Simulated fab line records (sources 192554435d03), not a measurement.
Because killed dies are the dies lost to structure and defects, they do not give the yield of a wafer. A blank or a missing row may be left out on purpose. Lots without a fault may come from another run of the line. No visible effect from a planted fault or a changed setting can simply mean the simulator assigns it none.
fab line records || flow n5Finfet || part 2 of 2: steps 22 to 26 of 26
record: {"lots": 5, "wafers": 15, "lastDay": 18}
route steps=1938 shown GATE_CUT@478
lots that met no fault: from a run of the same line without faults
startH: hours from the record's first day to the start of the lot's first wafer shown || waitH: time in hours since the lot's previous step || " identical to the entry in the row above || L1.1+2: several wafers, shown together as one row || - value missing, or start not given || * or withheld: withheld || < > ~ a bound
route shown NAME@n: names a module that has steps shown in the file, with the first one's number in the route || usual: mean and standard deviation over wafers with no fault || same: alike in all rows || chamber/n: place in a boat || sites: readings site by site || _std_site: how widely they spread, as a standard deviation || _edge_site: inner sites' mean taken away from outer sites' mean || radiusMm: for every site, how far away it sits from the centre of the wafer || mask NAME#n: copy n || behind: the tool/chamber that last shaped the wafer || hold: reason for holding the lot/hours on hold/outcome of the hold || device: the transistor (n, p or np) that didn't switch || end of line: tests of these same wafers at the route's end || a step with no rows: only its recipe || killed: not the wafer's yield, but the dies lost to structure and defects at the first sort || map: a wafer's dies, marking killed ones x, the rest . and places with no die _
set.NAME: setting as actually run; set.NAME@STEP: the setting as run at that earlier step || model.NAME: the simulator's own value behind a step, which no gauge read
lots seen at some steps along the route; tables by step, rows by wafer
services: a tool's chamber out of use, with start hour (startH, from the record's first day; less than 0 if before it), hours out, and reason
== steps ==
step: N5_GATE_CUT_ETCH_19
recipe: {"chemistry": "CH3F/O2", "target": "SiNx", "maskMaterial": "SiO2", "targetDepthA": 537, "timeS": 76.7, "pressureMtorr": 30, "sourceW": 395, "biasW": 73, "Ar_flow_sccm": 150, "CH3F_flow_sccm": 30, "O2_flow_sccm": 20, "ionEnergyEv": 120, "ends": "cleared"}
usual: {"drypumpMotorCurrentA": "5.7/0.38", "etchRfOnTimeS": "76.7/1.5", "oesProductAu": "0.69/0.078", "rfVppV": "298/3.3", "showerheadPlenumPTorr": "2.02/0.051", "throttleValvePct": "16.33/0.18"}
{"lot.wafer": "L074.2", "tool": "rieDiel-04", "chamber": 1, "startH": 81.97, "waitH": 0.0, "drypumpMotorCurrentA": 5.4, "etchRfOnTimeS": 79.0, "oesProductAu": 0.57, "rfHoursCounterH": 264, "rfVppV": 300, "showerheadPlenumPTorr": 1.96, "throttleValvePct": 16.46}
{"lot.wafer": "L074.4", "tool": "rieDiel-04", "chamber": 1, "startH": 81.97, "waitH": 0.0, "drypumpMotorCurrentA": 5.4, "etchRfOnTimeS": 78.5, "oesProductAu": 0.57, "rfHoursCounterH": "-", "rfVppV": 300, "showerheadPlenumPTorr": 1.96, "throttleValvePct": 16.48}
{"lot.wafer": "L074.5", "tool": "rieDiel-04", "chamber": 2, "startH": 81.97, "waitH": 0.0, "drypumpMotorCurrentA": 6.4, "etchRfOnTimeS": 75.0, "oesProductAu": 0.79, "rfHoursCounterH": "-", "rfVppV": 301, "showerheadPlenumPTorr": 2.05, "throttleValvePct": 16.33}
{"lot.wafer": "L082.2", "tool": "rieDiel-04", "chamber": 0, "startH": 132.32, "waitH": 0.0, "drypumpMotorCurrentA": 5.9, "etchRfOnTimeS": 75.3, "oesProductAu": 0.67, "rfHoursCounterH": 123, "rfVppV": 294, "showerheadPlenumPTorr": 2.02, "throttleValvePct": 16.22}
{"lot.wafer": "L082.4", "tool": "rieDiel-04", "chamber": 2, "startH": 132.32, "waitH": 0.0, "drypumpMotorCurrentA": 6.4, "etchRfOnTimeS": 73.8, "oesProductAu": 0.78, "rfHoursCounterH": "-", "rfVppV": 301, "showerheadPlenumPTorr": 2.04, "throttleValvePct": 16.34}
{"lot.wafer": "L082.6", "tool": "rieDiel-04", "chamber": 0, "startH": 132.32, "waitH": 0.0, "drypumpMotorCurrentA": 5.9, "etchRfOnTimeS": 75.5, "oesProductAu": 0.67, "rfHoursCounterH": "-", "rfVppV": 294, "showerheadPlenumPTorr": 2.02, "throttleValvePct": 16.21}
{"lot.wafer": "L090.2", "tool": "rieDiel-04", "chamber": 1, "startH": 187.45, "waitH": 0.0, "drypumpMotorCurrentA": 5.4, "etchRfOnTimeS": 75.6, "oesProductAu": 0.81, "rfHoursCounterH": 12, "rfVppV": 301, "showerheadPlenumPTorr": 1.95, "throttleValvePct": 16.03}
{"lot.wafer": "L090.4", "tool": "rieDiel-04", "chamber": 3, "startH": 187.45, "waitH": 0.0, "drypumpMotorCurrentA": 5.7, "etchRfOnTimeS": 76.0, "oesProductAu": 0.74, "rfHoursCounterH": 39, "rfVppV": 303, "showerheadPlenumPTorr": 2.04, "throttleValvePct": 16.39}
{"lot.wafer": "L090.6", "tool": "rieDiel-04", "chamber": 3, "startH": 187.45, "waitH": 0.0, "drypumpMotorCurrentA": 5.7, "etchRfOnTimeS": 75.8, "oesProductAu": 0.75, "rfHoursCounterH": "-", "rfVppV": 304, "showerheadPlenumPTorr": 2.04, "throttleValvePct": 16.39}
{"lot.wafer": "L095.1", "tool": "rieDiel-04", "chamber": 1, "startH": 214.32, "waitH": 0.0, "drypumpMotorCurrentA": 5.3, "etchRfOnTimeS": 74.8, "oesProductAu": 0.79, "rfHoursCounterH": 20, "rfVppV": 299, "showerheadPlenumPTorr": 1.95, "throttleValvePct": 16.02}
{"lot.wafer": "L095.3", "tool": "rieDiel-04", "chamber": 3, "startH": 214.32, "waitH": 0.0, "drypumpMotorCurrentA": 5.7, "etchRfOnTimeS": 75.2, "oesProductAu": 0.74, "rfHoursCounterH": 48, "rfVppV": 304, "showerheadPlenumPTorr": 2.04, "throttleValvePct": 16.41}
{"lot.wafer": "L095.5", "tool": "rieDiel-04", "chamber": 1, "startH": 214.32, "waitH": 0.0, "drypumpMotorCurrentA": 5.4, "etchRfOnTimeS": 74.7, "oesProductAu": 0.79, "rfHoursCounterH": "-", "rfVppV": 298, "showerheadPlenumPTorr": 1.95, "throttleValvePct": 16.03}
{"lot.wafer": "L096.2", "tool": "rieDiel-05", "chamber": 1, "startH": 223.66, "waitH": 0.0, "drypumpMotorCurrentA": 5.6, "etchRfOnTimeS": 75.2, "oesProductAu": 0.64, "rfHoursCounterH": 166, "rfVppV": 297, "showerheadPlenumPTorr": 2.01, "throttleValvePct": 16.36}
{"lot.wafer": "L096.3", "tool": "rieDiel-05", "chamber": 0, "startH": 223.66, "waitH": 0.0, "drypumpMotorCurrentA": 6.2, "etchRfOnTimeS": 77.8, "oesProductAu": 0.63, "rfHoursCounterH": 183, "rfVppV": 300, "showerheadPlenumPTorr": 2.08, "throttleValvePct": 16.68}
{"lot.wafer": "L096.4", "tool": "rieDiel-05", "chamber": 1, "startH": 223.66, "waitH": 0.0, "drypumpMotorCurrentA": 5.6, "etchRfOnTimeS": 75.1, "oesProductAu": 0.64, "rfHoursCounterH": "-", "rfVppV": 295, "showerheadPlenumPTorr": 2.01, "throttleValvePct": 16.37}
step: N5_GATE_CUT_CUT_ETCH_53
recipe: {"chemistry": "SF6/Cl2", "target": "W", "maskMaterial": "SiO2", "targetDepthA": 792, "pressureMtorr": 8, "icpW": 900, "biasW": 80, "SF6_flow_sccm": 40, "Cl2_flow_sccm": 60, "ends": "cleared"}
usual: {"drypumpMotorCurrentA": "5.9/0.41", "etchRfOnTimeS": "26.3/0.57", "heBacksideLeakSccm": "3.40/0.13", "mfcCl2Sccm": "60.02/0.19", "oesProductAu": "0.70/0.077", "throttleValvePct": "29.0/0.32"}
{"lot.wafer": "L074.2", "tool": "rieMetal-03", "chamber": 0, "startH": 82.07, "waitH": 0.1, "drypumpMotorCurrentA": 6.6, "etchRfOnTimeS": 26.1, "heBacksideLeakSccm": 3.32, "mfcCl2Sccm": 60.15, "oesProductAu": 0.81, "rfHoursCounterH": 16, "throttleValvePct": 28.8}
{"lot.wafer": "L074.4", "tool": "rieMetal-03", "chamber": 0, "startH": 82.07, "waitH": 0.1, "drypumpMotorCurrentA": 6.6, "etchRfOnTimeS": 26.1, "heBacksideLeakSccm": 3.42, "mfcCl2Sccm": 60.05, "oesProductAu": 0.80, "rfHoursCounterH": "-", "throttleValvePct": 28.8}
{"lot.wafer": "L074.5", "tool": "rieMetal-03", "chamber": 0, "startH": 82.07, "waitH": 0.1, "drypumpMotorCurrentA": 6.7, "etchRfOnTimeS": 26.3, "heBacksideLeakSccm": 3.21, "mfcCl2Sccm": 59.84, "oesProductAu": 0.79, "rfHoursCounterH": "-", "throttleValvePct": 28.8}
{"lot.wafer": "L082.2", "tool": "rieMetal-01", "chamber": 1, "startH": 132.42, "waitH": 0.1, "drypumpMotorCurrentA": 6.1, "etchRfOnTimeS": 26.7, "heBacksideLeakSccm": 3.50, "mfcCl2Sccm": 59.90, "oesProductAu": 0.59, "rfHoursCounterH": 87, "throttleValvePct": 29.6}
{"lot.wafer": "L082.4", "tool": "rieMetal-01", "chamber": 0, "startH": 132.42, "waitH": 0.1, "drypumpMotorCurrentA": 5.7, "etchRfOnTimeS": 25.4, "heBacksideLeakSccm": 3.31, "mfcCl2Sccm": 59.90, "oesProductAu": 0.81, "rfHoursCounterH": "-", "throttleValvePct": 28.7}
{"lot.wafer": "L082.6", "tool": "rieMetal-01", "chamber": 1, "startH": 132.42, "waitH": 0.1, "drypumpMotorCurrentA": 6.1, "etchRfOnTimeS": 26.5, "heBacksideLeakSccm": 3.40, "mfcCl2Sccm": 60.08, "oesProductAu": 0.60, "rfHoursCounterH": "-", "throttleValvePct": 29.6}
{"lot.wafer": "L090.2", "tool": "rieMetal-01", "chamber": 1, "startH": 187.56, "waitH": 0.1, "drypumpMotorCurrentA": 6.1, "etchRfOnTimeS": 26.7, "heBacksideLeakSccm": 3.18, "mfcCl2Sccm": 60.09, "oesProductAu": 0.59, "rfHoursCounterH": 92, "throttleValvePct": 29.6}
{"lot.wafer": "L090.4", "tool": "rieMetal-01", "chamber": 1, "startH": 187.56, "waitH": 0.1, "drypumpMotorCurrentA": 6.1, "etchRfOnTimeS": 26.5, "heBacksideLeakSccm": 3.25, "mfcCl2Sccm": 60.06, "oesProductAu": 0.60, "rfHoursCounterH": "-", "throttleValvePct": 29.6}
{"lot.wafer": "L090.6", "tool": "rieMetal-01", "chamber": 0, "startH": 187.56, "waitH": 0.1, "drypumpMotorCurrentA": 5.7, "etchRfOnTimeS": 25.4, "heBacksideLeakSccm": 3.38, "mfcCl2Sccm": 59.89, "oesProductAu": 0.79, "rfHoursCounterH": "-", "throttleValvePct": 28.7}
{"lot.wafer": "L095.1", "tool": "rieMetal-03", "chamber": 1, "startH": 214.42, "waitH": 0.1, "drypumpMotorCurrentA": 5.9, "etchRfOnTimeS": 26.9, "heBacksideLeakSccm": 3.62, "mfcCl2Sccm": 59.97, "oesProductAu": 0.70, "rfHoursCounterH": 39, "throttleValvePct": 28.9}
{"lot.wafer": "L095.3", "tool": "rieMetal-03", "chamber": 1, "startH": 214.42, "waitH": 0.1, "drypumpMotorCurrentA": 5.9, "etchRfOnTimeS": 27.0, "heBacksideLeakSccm": 3.49, "mfcCl2Sccm": 60.11, "oesProductAu": 0.70, "rfHoursCounterH": "-", "throttleValvePct": 28.9}
{"lot.wafer": "L095.5", "tool": "rieMetal-03", "chamber": 0, "startH": 214.42, "waitH": 0.1, "drypumpMotorCurrentA": 6.6, "etchRfOnTimeS": 26.5, "heBacksideLeakSccm": 3.31, "mfcCl2Sccm": 60.00, "oesProductAu": 0.76, "rfHoursCounterH": "-", "throttleValvePct": 28.8}
{"lot.wafer": "L096.2", "tool": "rieMetal-01", "chamber": 1, "startH": 223.77, "waitH": 0.1, "drypumpMotorCurrentA": 6.1, "etchRfOnTimeS": 26.8, "heBacksideLeakSccm": 3.23, "mfcCl2Sccm": 60.33, "oesProductAu": 0.58, "rfHoursCounterH": 96, "throttleValvePct": 29.6}
{"lot.wafer": "L096.3", "tool": "rieMetal-01", "chamber": 1, "startH": 223.77, "waitH": 0.1, "drypumpMotorCurrentA": 6.1, "etchRfOnTimeS": 26.6, "heBacksideLeakSccm": 3.70, "mfcCl2Sccm": 60.49, "oesProductAu": 0.58, "rfHoursCounterH": "-", "throttleValvePct": 29.6}
{"lot.wafer": "L096.4", "tool": "rieMetal-01", "chamber": 0, "startH": 223.77, "waitH": 0.1, "drypumpMotorCurrentA": 5.7, "etchRfOnTimeS": 25.7, "heBacksideLeakSccm": 3.26, "mfcCl2Sccm": 59.91, "oesProductAu": 0.77, "rfHoursCounterH": "-", "throttleValvePct": 28.7}
step: N5_GATE_CUT_CUT_ETCH_54
recipe: {"chemistry": "Cl2/BCl3", "target": "TiN", "maskMaterial": "SiO2", "targetDepthA": 967, "pressureMtorr": 10, "icpW": 1000, "biasW": 126, "Cl2_flow_sccm": 53.25, "bcl3FlowSccm": 21.75, "Ar_flow_sccm": 25, "ends": "cleared"}
usual: {"drypumpMotorCurrentA": "5.9/0.4", "etchRfOnTimeS": "36.8/0.75", "heBacksideLeakSccm": "3.38/0.16", "mfcCl2Sccm": "53.27/0.15", "oesProductAu": "0.70/0.076", "throttleValvePct": "22.33/0.29"}
{"lot.wafer": "L074.2", "tool": "rieMetal-03", "chamber": 0, "startH": 82.13, "waitH": 0.0, "drypumpMotorCurrentA": 6.6, "etchRfOnTimeS": 36.8, "heBacksideLeakSccm": 2.93, "mfcCl2Sccm": 53.24, "oesProductAu": 0.80, "rfHoursCounterH": 16, "throttleValvePct": 22.26}
{"lot.wafer": "L074.4", "tool": "rieMetal-03", "chamber": 0, "startH": 82.13, "waitH": 0.0, "drypumpMotorCurrentA": 6.6, "etchRfOnTimeS": 36.3, "heBacksideLeakSccm": 3.19, "mfcCl2Sccm": 53.12, "oesProductAu": 0.80, "rfHoursCounterH": "-", "throttleValvePct": 22.24}
{"lot.wafer": "L074.5", "tool": "rieMetal-03", "chamber": 0, "startH": 82.13, "waitH": 0.0, "drypumpMotorCurrentA": 6.6, "etchRfOnTimeS": 36.5, "heBacksideLeakSccm": 3.17, "mfcCl2Sccm": 53.13, "oesProductAu": 0.80, "rfHoursCounterH": "-", "throttleValvePct": 22.23}
{"lot.wafer": "L082.2", "tool": "rieMetal-01", "chamber": 1, "startH": 132.48, "waitH": 0.0, "drypumpMotorCurrentA": 6.1, "etchRfOnTimeS": 37.0, "heBacksideLeakSccm": 3.45, "mfcCl2Sccm": 53.17, "oesProductAu": 0.60, "rfHoursCounterH": 87, "throttleValvePct": 22.86}
{"lot.wafer": "L082.4", "tool": "rieMetal-01", "chamber": 0, "startH": 132.48, "waitH": 0.0, "drypumpMotorCurrentA": 5.7, "etchRfOnTimeS": 35.4, "heBacksideLeakSccm": 3.22, "mfcCl2Sccm": 53.33, "oesProductAu": 0.80, "rfHoursCounterH": "-", "throttleValvePct": 21.98}
{"lot.wafer": "L082.6", "tool": "rieMetal-01", "chamber": 1, "startH": 132.48, "waitH": 0.0, "drypumpMotorCurrentA": 6.1, "etchRfOnTimeS": 37.0, "heBacksideLeakSccm": 3.58, "mfcCl2Sccm": 53.48, "oesProductAu": 0.59, "rfHoursCounterH": "-", "throttleValvePct": 22.86}
{"lot.wafer": "L090.2", "tool": "rieMetal-01", "chamber": 1, "startH": 187.62, "waitH": 0.0, "drypumpMotorCurrentA": 6.1, "etchRfOnTimeS": 37.2, "heBacksideLeakSccm": 3.42, "mfcCl2Sccm": 53.01, "oesProductAu": 0.59, "rfHoursCounterH": 92, "throttleValvePct": 22.86}
{"lot.wafer": "L090.4", "tool": "rieMetal-01", "chamber": 1, "startH": 187.62, "waitH": 0.0, "drypumpMotorCurrentA": 6.1, "etchRfOnTimeS": 37.1, "heBacksideLeakSccm": 3.29, "mfcCl2Sccm": 53.18, "oesProductAu": 0.59, "rfHoursCounterH": "-", "throttleValvePct": 22.87}
{"lot.wafer": "L090.6", "tool": "rieMetal-01", "chamber": 0, "startH": 187.62, "waitH": 0.0, "drypumpMotorCurrentA": 5.7, "etchRfOnTimeS": 35.3, "heBacksideLeakSccm": 3.39, "mfcCl2Sccm": 53.21, "oesProductAu": 0.78, "rfHoursCounterH": "-", "throttleValvePct": 21.96}
{"lot.wafer": "L095.1", "tool": "rieMetal-03", "chamber": 1, "startH": 214.48, "waitH": 0.0, "drypumpMotorCurrentA": 5.9, "etchRfOnTimeS": 37.4, "heBacksideLeakSccm": 3.26, "mfcCl2Sccm": 53.41, "oesProductAu": 0.70, "rfHoursCounterH": 39, "throttleValvePct": 22.19}
{"lot.wafer": "L095.3", "tool": "rieMetal-03", "chamber": 1, "startH": 214.48, "waitH": 0.0, "drypumpMotorCurrentA": 5.9, "etchRfOnTimeS": 37.3, "heBacksideLeakSccm": 3.12, "mfcCl2Sccm": 53.50, "oesProductAu": 0.71, "rfHoursCounterH": "-", "throttleValvePct": 22.21}
{"lot.wafer": "L095.5", "tool": "rieMetal-03", "chamber": 0, "startH": 214.48, "waitH": 0.0, "drypumpMotorCurrentA": 6.6, "etchRfOnTimeS": 36.7, "heBacksideLeakSccm": 3.23, "mfcCl2Sccm": 53.32, "oesProductAu": 0.76, "rfHoursCounterH": "-", "throttleValvePct": 22.26}
{"lot.wafer": "L096.2", "tool": "rieMetal-01", "chamber": 1, "startH": 223.83, "waitH": 0.0, "drypumpMotorCurrentA": 6.1, "etchRfOnTimeS": 36.8, "heBacksideLeakSccm": 3.54, "mfcCl2Sccm": 53.28, "oesProductAu": 0.59, "rfHoursCounterH": 96, "throttleValvePct": 22.87}
{"lot.wafer": "L096.3", "tool": "rieMetal-01", "chamber": 1, "startH": 223.83, "waitH": 0.0, "drypumpMotorCurrentA": 6.1, "etchRfOnTimeS": 36.8, "heBacksideLeakSccm": 3.60, "mfcCl2Sccm": 53.32, "oesProductAu": 0.58, "rfHoursCounterH": "-", "throttleValvePct": 22.86}
{"lot.wafer": "L096.4", "tool": "rieMetal-01", "chamber": 0, "startH": 223.83, "waitH": 0.0, "drypumpMotorCurrentA": 5.7, "etchRfOnTimeS": 35.5, "heBacksideLeakSccm": 3.33, "mfcCl2Sccm": 53.09, "oesProductAu": 0.76, "rfHoursCounterH": "-", "throttleValvePct": 21.99}
step: N5_GATE_CUT_CUT_ETCH_55
recipe: {"chemistry": "BCl3", "target": "HfO2", "maskMaterial": "SiO2", "targetDepthA": 32, "ionEnergyEv": 30, "pressureMtorr": 5, "icpW": 450, "biasW": 18, "bcl3FlowSccm": 80}
usual: {"drypumpMotorCurrentA": "5.9/0.41", "heBacksideLeakSccm": "3.42/0.27", "oesProductAu": "0.78/0.08", "throttleValvePct": "33.2/0.34"}
{"lot.wafer": "L074.2", "tool": "rieMetal-03", "chamber": 0, "startH": 82.19, "waitH": 0.0, "drypumpMotorCurrentA": 6.6, "heBacksideLeakSccm": 3.25, "oesProductAu": 0.89, "rfHoursCounterH": 16, "throttleValvePct": 33.1}
{"lot.wafer": "L074.4", "tool": "rieMetal-03", "chamber": 0, "startH": 82.19, "waitH": 0.0, "drypumpMotorCurrentA": 6.6, "heBacksideLeakSccm": 3.19, "oesProductAu": 0.88, "rfHoursCounterH": "-", "throttleValvePct": 33.1}
{"lot.wafer": "L074.5", "tool": "rieMetal-03", "chamber": 0, "startH": 82.19, "waitH": 0.0, "drypumpMotorCurrentA": 6.6, "heBacksideLeakSccm": 3.41, "oesProductAu": 0.89, "rfHoursCounterH": "-", "throttleValvePct": 33.1}
{"lot.wafer": "L082.2", "tool": "rieMetal-01", "chamber": 1, "startH": 132.54, "waitH": 0.0, "drypumpMotorCurrentA": 6.1, "heBacksideLeakSccm": 3.51, "oesProductAu": 0.67, "rfHoursCounterH": 87, "throttleValvePct": 33.8}
{"lot.wafer": "L082.4", "tool": "rieMetal-01", "chamber": 0, "startH": 132.54, "waitH": 0.0, "drypumpMotorCurrentA": 5.7, "heBacksideLeakSccm": 3.26, "oesProductAu": 0.88, "rfHoursCounterH": "-", "throttleValvePct": 32.7}
{"lot.wafer": "L082.6", "tool": "rieMetal-01", "chamber": 1, "startH": 132.54, "waitH": 0.0, "drypumpMotorCurrentA": 6.1, "heBacksideLeakSccm": 3.53, "oesProductAu": 0.67, "rfHoursCounterH": "-", "throttleValvePct": 33.8}
{"lot.wafer": "L090.2", "tool": "rieMetal-01", "chamber": 1, "startH": 187.68, "waitH": 0.0, "drypumpMotorCurrentA": 6.1, "heBacksideLeakSccm": 3.51, "oesProductAu": 0.65, "rfHoursCounterH": 92, "throttleValvePct": 33.8}
{"lot.wafer": "L090.4", "tool": "rieMetal-01", "chamber": 1, "startH": 187.68, "waitH": 0.0, "drypumpMotorCurrentA": 6.1, "heBacksideLeakSccm": 3.35, "oesProductAu": 0.65, "rfHoursCounterH": "-", "throttleValvePct": 33.8}
{"lot.wafer": "L090.6", "tool": "rieMetal-01", "chamber": 0, "startH": 187.68, "waitH": 0.0, "drypumpMotorCurrentA": 5.7, "heBacksideLeakSccm": 3.42, "oesProductAu": 0.85, "rfHoursCounterH": "-", "throttleValvePct": 32.7}
{"lot.wafer": "L095.1", "tool": "rieMetal-03", "chamber": 1, "startH": 214.54, "waitH": 0.0, "drypumpMotorCurrentA": 5.9, "heBacksideLeakSccm": 3.38, "oesProductAu": 0.80, "rfHoursCounterH": 39, "throttleValvePct": 33.2}
{"lot.wafer": "L095.3", "tool": "rieMetal-03", "chamber": 1, "startH": 214.54, "waitH": 0.0, "drypumpMotorCurrentA": 5.9, "heBacksideLeakSccm": 3.35, "oesProductAu": 0.79, "rfHoursCounterH": "-", "throttleValvePct": 33.2}
{"lot.wafer": "L095.5", "tool": "rieMetal-03", "chamber": 0, "startH": 214.54, "waitH": 0.0, "drypumpMotorCurrentA": 6.6, "heBacksideLeakSccm": 3.40, "oesProductAu": 0.85, "rfHoursCounterH": "-", "throttleValvePct": 33.1}
{"lot.wafer": "L096.2", "tool": "rieMetal-01", "chamber": 1, "startH": 223.89, "waitH": 0.0, "drypumpMotorCurrentA": 6.1, "heBacksideLeakSccm": 3.49, "oesProductAu": 0.65, "rfHoursCounterH": 96, "throttleValvePct": 33.8}
{"lot.wafer": "L096.3", "tool": "rieMetal-01", "chamber": 1, "startH": 223.89, "waitH": 0.0, "drypumpMotorCurrentA": 6.1, "heBacksideLeakSccm": 3.49, "oesProductAu": 0.65, "rfHoursCounterH": "-", "throttleValvePct": 33.8}
{"lot.wafer": "L096.4", "tool": "rieMetal-01", "chamber": 0, "startH": 223.89, "waitH": 0.0, "drypumpMotorCurrentA": 5.7, "heBacksideLeakSccm": 3.43, "oesProductAu": 0.84, "rfHoursCounterH": "-", "throttleValvePct": 32.7}
step: N5_GATE_CUT_ETCH_47
recipe: {"chemistry": "Cl2/BCl3", "target": "SiO2", "targetDepthA": 100, "pressureMtorr": 10, "icpW": 1000, "biasW": 126, "Cl2_flow_sccm": 53.25, "bcl3FlowSccm": 21.75, "Ar_flow_sccm": 25}
usual: {"drypumpMotorCurrentA": "5.9/0.41", "heBacksideLeakSccm": "3.40/0.15", "mfcCl2Sccm": "53.24/0.16", "oesProductAu": "0.78/0.081", "throttleValvePct": "22.87/0.29"}
{"lot.wafer": "L074.2", "tool": "rieMetal-03", "chamber": 0, "startH": 82.22, "waitH": 0.0, "drypumpMotorCurrentA": 6.7, "heBacksideLeakSccm": 3.42, "mfcCl2Sccm": 53.24, "oesProductAu": 0.89, "rfHoursCounterH": 16, "throttleValvePct": 22.80}
{"lot.wafer": "L074.4", "tool": "rieMetal-03", "chamber": 0, "startH": 82.22, "waitH": 0.0, "drypumpMotorCurrentA": 6.6, "heBacksideLeakSccm": 3.10, "mfcCl2Sccm": 53.22, "oesProductAu": 0.89, "rfHoursCounterH": "-", "throttleValvePct": 22.78}
{"lot.wafer": "L074.5", "tool": "rieMetal-03", "chamber": 0, "startH": 82.22, "waitH": 0.0, "drypumpMotorCurrentA": 6.6, "heBacksideLeakSccm": 3.36, "mfcCl2Sccm": 53.34, "oesProductAu": 0.89, "rfHoursCounterH": "-", "throttleValvePct": 22.77}
{"lot.wafer": "L082.2", "tool": "rieMetal-01", "chamber": 1, "startH": 132.57, "waitH": 0.0, "drypumpMotorCurrentA": 6.1, "heBacksideLeakSccm": 3.34, "mfcCl2Sccm": 52.96, "oesProductAu": 0.66, "rfHoursCounterH": 87, "throttleValvePct": 23.38}
{"lot.wafer": "L082.4", "tool": "rieMetal-01", "chamber": 0, "startH": 132.57, "waitH": 0.0, "drypumpMotorCurrentA": 5.7, "heBacksideLeakSccm": 3.36, "mfcCl2Sccm": 52.97, "oesProductAu": 0.87, "rfHoursCounterH": "-", "throttleValvePct": 22.51}
{"lot.wafer": "L082.6", "tool": "rieMetal-01", "chamber": 1, "startH": 132.57, "waitH": 0.0, "drypumpMotorCurrentA": 6.1, "heBacksideLeakSccm": 3.28, "mfcCl2Sccm": 53.36, "oesProductAu": 0.67, "rfHoursCounterH": "-", "throttleValvePct": 23.38}
{"lot.wafer": "L090.2", "tool": "rieMetal-01", "chamber": 1, "startH": 187.71, "waitH": 0.0, "drypumpMotorCurrentA": 6.1, "heBacksideLeakSccm": 3.44, "mfcCl2Sccm": 53.05, "oesProductAu": 0.66, "rfHoursCounterH": 92, "throttleValvePct": 23.39}
{"lot.wafer": "L090.4", "tool": "rieMetal-01", "chamber": 1, "startH": 187.71, "waitH": 0.0, "drypumpMotorCurrentA": 6.1, "heBacksideLeakSccm": 3.44, "mfcCl2Sccm": 53.07, "oesProductAu": 0.66, "rfHoursCounterH": "-", "throttleValvePct": 23.38}
{"lot.wafer": "L090.6", "tool": "rieMetal-01", "chamber": 0, "startH": 187.71, "waitH": 0.0, "drypumpMotorCurrentA": 5.7, "heBacksideLeakSccm": 3.46, "mfcCl2Sccm": 53.33, "oesProductAu": 0.85, "rfHoursCounterH": "-", "throttleValvePct": 22.53}
{"lot.wafer": "L095.1", "tool": "rieMetal-03", "chamber": 1, "startH": 214.57, "waitH": 0.0, "drypumpMotorCurrentA": 5.9, "heBacksideLeakSccm": 3.52, "mfcCl2Sccm": 53.27, "oesProductAu": 0.79, "rfHoursCounterH": 39, "throttleValvePct": 22.72}
{"lot.wafer": "L095.3", "tool": "rieMetal-03", "chamber": 1, "startH": 214.57, "waitH": 0.0, "drypumpMotorCurrentA": 5.9, "heBacksideLeakSccm": 3.42, "mfcCl2Sccm": 53.52, "oesProductAu": 0.79, "rfHoursCounterH": "-", "throttleValvePct": 22.73}
{"lot.wafer": "L095.5", "tool": "rieMetal-03", "chamber": 0, "startH": 214.57, "waitH": 0.0, "drypumpMotorCurrentA": 6.7, "heBacksideLeakSccm": 3.14, "mfcCl2Sccm": 53.41, "oesProductAu": 0.86, "rfHoursCounterH": "-", "throttleValvePct": 22.83}
{"lot.wafer": "L096.2", "tool": "rieMetal-01", "chamber": 1, "startH": 223.92, "waitH": 0.0, "drypumpMotorCurrentA": 6.1, "heBacksideLeakSccm": 3.40, "mfcCl2Sccm": 53.45, "oesProductAu": 0.64, "rfHoursCounterH": 96, "throttleValvePct": 23.39}
{"lot.wafer": "L096.3", "tool": "rieMetal-01", "chamber": 1, "startH": 223.92, "waitH": 0.0, "drypumpMotorCurrentA": 6.1, "heBacksideLeakSccm": 3.49, "mfcCl2Sccm": 53.26, "oesProductAu": 0.65, "rfHoursCounterH": "-", "throttleValvePct": 23.40}
{"lot.wafer": "L096.4", "tool": "rieMetal-01", "chamber": 0, "startH": 223.92, "waitH": 0.0, "drypumpMotorCurrentA": 5.7, "heBacksideLeakSccm": 3.38, "mfcCl2Sccm": 53.40, "oesProductAu": 0.83, "rfHoursCounterH": "-", "throttleValvePct": 22.52}
== services ==
{"tool": "rieDiel-05", "chamber": 2, "startH": 63.93, "hours": 2.1, "kind": "repair"}
{"tool": "euvScanner-01", "chamber": "-", "startH": 72.20, "hours": 1.1, "kind": "repair"}
{"tool": "euvScanner-02", "chamber": "-", "startH": 74.61, "hours": 1.0, "kind": "pm"}
{"tool": "rieDiel-05", "chamber": 3, "startH": 89.49, "hours": "-", "kind": "clean"}
{"tool": "rieDiel-05", "chamber": 3, "startH": 89.49, "hours": "-", "kind": "consumableReplace:focusRing"}
{"tool": "rieDiel-05", "chamber": 3, "startH": 89.49, "hours": 16.0, "kind": "scheduledDown"}
{"tool": "euvScanner-01", "chamber": "-", "startH": 94.22, "hours": 1.0, "kind": "pm"}
{"tool": "rieDiel-04", "chamber": 1, "startH": 105.94, "hours": "-", "kind": "clean"}
{"tool": "rieDiel-04", "chamber": 1, "startH": 105.94, "hours": "-", "kind": "consumableReplace:focusRing"}
{"tool": "rieDiel-04", "chamber": 1, "startH": 105.94, "hours": 40.1, "kind": "scheduledDown"}
{"tool": "rieDiel-04", "chamber": 1, "startH": 105.94, "hours": 40.1, "kind": "ventCycle"}
{"tool": "rieDiel-05", "chamber": 1, "startH": 112.71, "hours": 3.3, "kind": "repair"}
{"tool": "euvScanner-01", "chamber": "-", "startH": 117.33, "hours": 1.4, "kind": "repair"}
{"tool": "euvScanner-02", "chamber": "-", "startH": 122.84, "hours": 36.6, "kind": "repair"}
{"tool": "rieDiel-04", "chamber": 2, "startH": 143.32, "hours": 5.9, "kind": "repair"}
{"tool": "rieDiel-04", "chamber": "-", "startH": 144.48, "hours": 0.2, "kind": "repair"}
{"tool": "euvScanner-02", "chamber": "-", "startH": 159.45, "hours": 1.0, "kind": "pm"}
{"tool": "euvScanner-01", "chamber": "-", "startH": 160.46, "hours": 1.0, "kind": "pm"}
{"tool": "euvScanner-02", "chamber": "-", "startH": 172.63, "hours": 4.6, "kind": "pm"}
{"tool": "euvScanner-02", "chamber": "-", "startH": 186.91, "hours": 1.0, "kind": "pm"}
{"tool": "euvScanner-01", "chamber": "-", "startH": 194.45, "hours": 4.6, "kind": "pm"}
{"tool": "euvScanner-01", "chamber": "-", "startH": 206.52, "hours": 1.0, "kind": "pm"}
{"tool": "rieDiel-05", "chamber": 3, "startH": 210.20, "hours": 15.3, "kind": "repair"}
{"tool": "euvScanner-02", "chamber": "-", "startH": 218.88, "hours": 12.0, "kind": "pm"}
